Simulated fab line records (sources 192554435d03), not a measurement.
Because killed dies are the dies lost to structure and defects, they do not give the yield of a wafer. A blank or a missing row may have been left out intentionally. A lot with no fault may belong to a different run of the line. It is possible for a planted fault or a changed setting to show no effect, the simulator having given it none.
Problem report in the 8D (eight disciplines) form, filled by code ; flow n5_finfet ; the parts of the form that need people (team, actions taken, sign-off) are left out

1. WHAT WENT WRONG
At N5_PASSIVATION_PROBE_49, killed_at_contacts averages 137 over 3 wafers from 3 lots, while fault-free wafers read 13, standard deviation 7.2. That puts it +17 standard deviations away from the usual mean.
Earliest sighting: wafer L414.1 on prober-02 at day 12 08:38. Wafers with a number at this step in the record: 9, from 3 lots. The rule behind "out" and "out of limits": a value lying over 4 standard deviations away from the usual mean. The other wafers with a number count as sound.

2. WHAT IT IS AND WHAT IT IS NOT
question;is;is not
which readings at this step;killed_at_contacts, defect_limited_yield, killed_dies, sort_bin_5_function, sort_n_pass, sort_yield_pct;killed_at_M0_to_M3, killed_at_M4_up, killed_at_front_end, killed_at_other, killed_open, killed_short, sort_bin_6_memory
which lots;L414, L415, L416;-
which wafers of those lots;L414.1, L415.4, L416.5;L414.2, L414.6, L415.2, L415.3, L416.2, L416.3
read on which tools;prober-02;-
when;from day 12 08:38;"up to then (0 sound wafers); but 6 sound wafers of L414, L415, L416 came after"

3. SUSPECTS, AND WHAT RULES EACH OUT
Counting: any tool at a process step up to the reading remains a suspect provided it ran every lot that is out. Sound lots after the first of them don't rule it out here, since some wafers of a struck lot are sound.
- plasma_asher-02 at N5_MOL_CONTACT_COAG_STRIP_49 (strips in N2/H2, time 30 s): kept. It ran every lot that is out, first L414 (day 6 13:26).
- prober-02 at N5_PASSIVATION_PROBE_49: kept. It ran every lot that is out, first L414 (day 12 08:38). Its own defect_limited_yield, killed_at_contacts, killed_dies, sort_bin_5_function, sort_n_pass, sort_yield_pct readings are out on those wafers.
- At N5_MOL_CONTACT_COAG_STRIP_49 on plasma_asher-02, chamber 1 took the sound wafers of the same lots and chamber 0 took the wafers that are out.
The count leaves prober-02 at N5_PASSIVATION_PROBE_49 and plasma_asher-02 at N5_MOL_CONTACT_COAG_STRIP_49.

4. THE CAUSE (what the simulator had put in)
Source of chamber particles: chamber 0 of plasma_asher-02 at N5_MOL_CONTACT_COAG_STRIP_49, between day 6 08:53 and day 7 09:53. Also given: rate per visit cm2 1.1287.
Counting left 2 suspects, and this tool is among them.

5. THE EFFECT CHAIN, in route order
One row per reading whose mean, taken over the struck wafers that have a number, lies over 3 standard deviations from the usual. Only readings whose record carries a usual standard deviation are examined. hours: median over the lots of the time between each lot's start at the first step of this table that gives one and its start at this step. sigmas: the change, counted in usual standard deviations.
hours;step;reading;usual;on struck wafers;change;sigmas
0;N5_PASSIVATION_PROBE_49;defect_limited_yield;91.0 %;82.0;-9.0;-6.0
0;N5_PASSIVATION_PROBE_49;killed_at_contacts;13;137;+124;+17
0;N5_PASSIVATION_PROBE_49;killed_dies;106;213;+107;+5.9
0;N5_PASSIVATION_PROBE_49;sort_bin_5_function;5.3 %;11.2;+5.9;+6.0
0;N5_PASSIVATION_PROBE_49;sort_n_pass;1074;967;-107;-5.9
0;N5_PASSIVATION_PROBE_49;sort_yield_pct;91.0 %;82.0;-9.0;-6.0
It contains these process steps:
- N5_PASSIVATION_PROBE_49

6. WHAT WOULD HAVE CAUGHT IT SOONER
The fault began at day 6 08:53; the first out-of-limits reading in this record came at day 12 08:38, 144 hours later.
Of the tool readings at N5_MOL_CONTACT_COAG_STRIP_49 for which the record gives a usual standard deviation, none was out on any struck wafer, so an alarm limit of 4 standard deviations on them would not have fired.
All the lots that are out (3) had begun N5_MOL_CONTACT_COAG_STRIP_49 on plasma_asher-02 by day 12 08:38. A hold on the tool at that time would have spared none of them.
